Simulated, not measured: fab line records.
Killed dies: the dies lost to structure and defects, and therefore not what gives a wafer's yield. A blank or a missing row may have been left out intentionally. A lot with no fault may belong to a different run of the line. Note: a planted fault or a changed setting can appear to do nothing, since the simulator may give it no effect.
Tool commonality check || flow n5_finfet || Sample size 9 lots and 27 wafers

## WHY IT WAS OPENED
2 of 9 lots carry a flag on the reading M4_ILD_THK at N5_BEOL_M4_THK_MEAS_01. Fault-free wafers read 79.2 nm, with a standard deviation of 0.97.
Rule: a lot is flagged when every wafer of it that has a number lies more than 4 standard deviations from that mean, or none has a number. The rest of the lots are taken to be sound.

{"lot": "L385", "measured": "day 8 13:51", "on": "film_metro-02", "M4_ILD_THK (nm), wafer by wafer": "77.4 79.5 79.0", "flag": ""}
{"lot": "L394", "measured": "day 11 13:32", "on": "film_metro-01", "M4_ILD_THK (nm), wafer by wafer": "110.1 107.7 110.4", "flag": "FLAGGED"}
{"lot": "L396", "measured": "day 11 15:02", "on": "film_metro-02", "M4_ILD_THK (nm), wafer by wafer": "109.1 110.7 110.4", "flag": "FLAGGED"}
{"lot": "L397", "measured": "day 11 16:11", "on": "film_metro-02", "M4_ILD_THK (nm), wafer by wafer": "78.7 79.2 79.2", "flag": ""}
{"lot": "L401", "measured": "day 12 16:11", "on": "film_metro-01", "M4_ILD_THK (nm), wafer by wafer": "79.4 78.7 80.4", "flag": ""}
{"lot": "L402", "measured": "day 13 03:30", "on": "film_metro-01", "M4_ILD_THK (nm), wafer by wafer": "78.1 79.1 79.3", "flag": ""}
{"lot": "L403", "measured": "day 13 03:37", "on": "film_metro-02", "M4_ILD_THK (nm), wafer by wafer": "77.0 78.2 79.2", "flag": ""}
{"lot": "L405", "measured": "day 14 15:02", "on": "film_metro-02", "M4_ILD_THK (nm), wafer by wafer": "78.2 78.8 78.9", "flag": ""}
{"lot": "L407", "measured": "day 15 01:25", "on": "film_metro-02", "M4_ILD_THK (nm), wafer by wafer": "78.4 77.3 79.5", "flag": ""}
On average the flagged lots' numbers are 109.7 nm, which is +30.5 nm against the usual, or +31 standard deviations.

## WHICH TOOL RAN EACH LOT
4 process steps preceding the reading are held in the record, out of 1938 steps in the route. Read each cell as the tool, then ch plus the chambers that the sampled wafers visited, then the start.
{"lot": "L385", "flag": "", "N5_BEOL_M3_SPUTTER_96": "pvd_sputter-02, day 8 12:38", "N5_BEOL_M3_CMP_52": "cmp-01 ch 0,2, day 8 13:10", "N5_BEOL_M3_PRE_CLEAN_60": "cvd_co-01 ch 1,2, day 8 13:30", "N5_BEOL_M4_ILD_DEP_00": "pecvd-02 ch 1,2, day 8 13:47"}
{"lot": "L394", "flag": "FLAGGED", "N5_BEOL_M3_SPUTTER_96": "pvd_sputter-02, day 11 09:13", "N5_BEOL_M3_CMP_52": "cmp-02 ch 1,2, day 11 12:37", "N5_BEOL_M3_PRE_CLEAN_60": "cvd_co-02 ch 0,2, day 11 13:11", "N5_BEOL_M4_ILD_DEP_00": "pecvd-02 ch 0,1, day 11 13:28"}
{"lot": "L396", "flag": "FLAGGED", "N5_BEOL_M3_SPUTTER_96": "pvd_sputter-01, day 11 13:47", "N5_BEOL_M3_CMP_52": "cmp-01 ch 0,1,3, day 11 14:19", "N5_BEOL_M3_PRE_CLEAN_60": "cvd_co-02 ch 0,1,2, day 11 14:39", "N5_BEOL_M4_ILD_DEP_00": "pecvd-02 ch 0,2, day 11 14:58"}
{"lot": "L397", "flag": "", "N5_BEOL_M3_SPUTTER_96": "pvd_sputter-02, day 11 14:29", "N5_BEOL_M3_CMP_52": "cmp-01 ch 0,2,3, day 11 15:20", "N5_BEOL_M3_PRE_CLEAN_60": "cvd_co-02 ch 0,1,2, day 11 15:50", "N5_BEOL_M4_ILD_DEP_00": "pecvd-01 ch 0,1,2, day 11 16:08"}
{"lot": "L401", "flag": "", "N5_BEOL_M3_SPUTTER_96": "pvd_sputter-03, day 12 14:57", "N5_BEOL_M3_CMP_52": "cmp-01 ch 0,2,3, day 12 15:26", "N5_BEOL_M3_PRE_CLEAN_60": "cvd_co-02 ch 0,1, day 12 15:47", "N5_BEOL_M4_ILD_DEP_00": "pecvd-04 ch 0,1,2, day 12 16:07"}
{"lot": "L402", "flag": "", "N5_BEOL_M3_SPUTTER_96": "pvd_sputter-01, day 13 01:59", "N5_BEOL_M3_CMP_52": "cmp-01 ch 0,2,3, day 13 02:35", "N5_BEOL_M3_PRE_CLEAN_60": "cvd_co-02 ch 0,2, day 13 03:08", "N5_BEOL_M4_ILD_DEP_00": "pecvd-01 ch 0,1,2, day 13 03:26"}
{"lot": "L403", "flag": "", "N5_BEOL_M3_SPUTTER_96": "pvd_sputter-01, day 13 00:08", "N5_BEOL_M3_CMP_52": "cmp-02 ch 0,2,3, day 13 02:41", "N5_BEOL_M3_PRE_CLEAN_60": "cvd_co-02 ch 1,2, day 13 03:15", "N5_BEOL_M4_ILD_DEP_00": "pecvd-01 ch 1,2, day 13 03:33"}
{"lot": "L405", "flag": "", "N5_BEOL_M3_SPUTTER_96": "pvd_sputter-03, day 14 13:52", "N5_BEOL_M3_CMP_52": "cmp-01 ch 1,2, day 14 14:22", "N5_BEOL_M3_PRE_CLEAN_60": "cvd_co-01 ch 0,1, day 14 14:41", "N5_BEOL_M4_ILD_DEP_00": "pecvd-01 ch 0,1,2, day 14 14:59"}
{"lot": "L407", "flag": "", "N5_BEOL_M3_SPUTTER_96": "pvd_sputter-01, day 15 00:10", "N5_BEOL_M3_CMP_52": "cmp-04 ch 1,2,3, day 15 00:40", "N5_BEOL_M3_PRE_CLEAN_60": "cvd_co-02 ch 0,2, day 15 01:00", "N5_BEOL_M4_ILD_DEP_00": "pecvd-04 ch 0,1,2, day 15 01:20"}
What the steps here do:
- N5_BEOL_M3_SPUTTER_96: material Cu, target thk 4.5 nm, time 8.29 s.
- N5_BEOL_M3_CMP_52: polishes, stops on SiOC, t overpolish 6.8 s, target thk 40 nm.
- N5_BEOL_M3_PRE_CLEAN_60: time 15 s.
- N5_BEOL_M4_ILD_DEP_00: deposits SiOC from DEMS/O2, target thk 79 nm, time 15.3 s.
- N5_BEOL_M4_THK_MEAS_01

## FLAGGED AGAINST TOTAL, ONE TOOL AT A TIME (gauges that did the reading follow at the end)
{"step": "N5_BEOL_M3_SPUTTER_96", "tool": "pvd_sputter-01", "lots run": 4, "flagged": 1, "share of the flagged lots": "some", "sound lots run after its first flagged lot": "3 (L403,L402,L407)"}
{"step": "N5_BEOL_M3_SPUTTER_96", "tool": "pvd_sputter-02", "lots run": 3, "flagged": 1, "share of the flagged lots": "some", "sound lots run after its first flagged lot": "1 (L397)"}
{"step": "N5_BEOL_M3_SPUTTER_96", "tool": "pvd_sputter-03", "lots run": 2, "flagged": 0, "share of the flagged lots": "none", "sound lots run after its first flagged lot": "-"}
{"step": "N5_BEOL_M3_CMP_52", "tool": "cmp-01", "lots run": 6, "flagged": 1, "share of the flagged lots": "some", "sound lots run after its first flagged lot": "4 (L397,L401,L402,L405)"}
{"step": "N5_BEOL_M3_CMP_52", "tool": "cmp-02", "lots run": 2, "flagged": 1, "share of the flagged lots": "some", "sound lots run after its first flagged lot": "1 (L403)"}
{"step": "N5_BEOL_M3_CMP_52", "tool": "cmp-04", "lots run": 1, "flagged": 0, "share of the flagged lots": "none", "sound lots run after its first flagged lot": "-"}
{"step": "N5_BEOL_M3_PRE_CLEAN_60", "tool": "cvd_co-01", "lots run": 2, "flagged": 0, "share of the flagged lots": "none", "sound lots run after its first flagged lot": "-"}
{"step": "N5_BEOL_M3_PRE_CLEAN_60", "tool": "cvd_co-02", "lots run": 7, "flagged": 2, "share of the flagged lots": "all", "sound lots run after its first flagged lot": "5 (L397,L401,L402,L403,L407)"}
{"step": "N5_BEOL_M4_ILD_DEP_00", "tool": "pecvd-01", "lots run": 4, "flagged": 0, "share of the flagged lots": "none", "sound lots run after its first flagged lot": "-"}
{"step": "N5_BEOL_M4_ILD_DEP_00", "tool": "pecvd-02", "lots run": 3, "flagged": 2, "share of the flagged lots": "all", "sound lots run after its first flagged lot": 0}
{"step": "N5_BEOL_M4_ILD_DEP_00", "tool": "pecvd-04", "lots run": 2, "flagged": 0, "share of the flagged lots": "none", "sound lots run after its first flagged lot": "-"}
{"step": "N5_BEOL_M4_THK_MEAS_01", "tool": "film_metro-01", "lots run": 3, "flagged": 1, "share of the flagged lots": "some", "sound lots run after its first flagged lot": "2 (L401,L402)"}
{"step": "N5_BEOL_M4_THK_MEAS_01", "tool": "film_metro-02", "lots run": 6, "flagged": 1, "share of the flagged lots": "some", "sound lots run after its first flagged lot": "4 (L397,L403,L405,L407)"}

## WHAT THE TABLE PERMITS
Every flagged lot went through 2 rows of the table: cvd_co-02 at N5_BEOL_M3_PRE_CLEAN_60 and pecvd-02 at N5_BEOL_M4_ILD_DEP_00.
- cvd_co-02 at N5_BEOL_M3_PRE_CLEAN_60: 2 of its 7 lots flagged. Sound lots ran on it after the first flagged one (L397, L401, L402, L403, L407), which a lasting fault on the whole tool wouldn't allow.
- pecvd-02 at N5_BEOL_M4_ILD_DEP_00: 2 of its 3 lots flagged. It ran its last sound lot, L385, at day 8 13:47 and its first flagged lot, L394, at day 11 13:28: a fault with its onset between the two fits.
What remains is a single tool, pecvd-02 at N5_BEOL_M4_ILD_DEP_00.

## WHAT THE SIMULATOR PUT IN
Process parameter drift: pecvd-02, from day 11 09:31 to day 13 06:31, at N5_BEOL_M4_ILD_DEP_00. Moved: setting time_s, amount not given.
Shown lots that were struck: L394, L396. The rule above found the same.
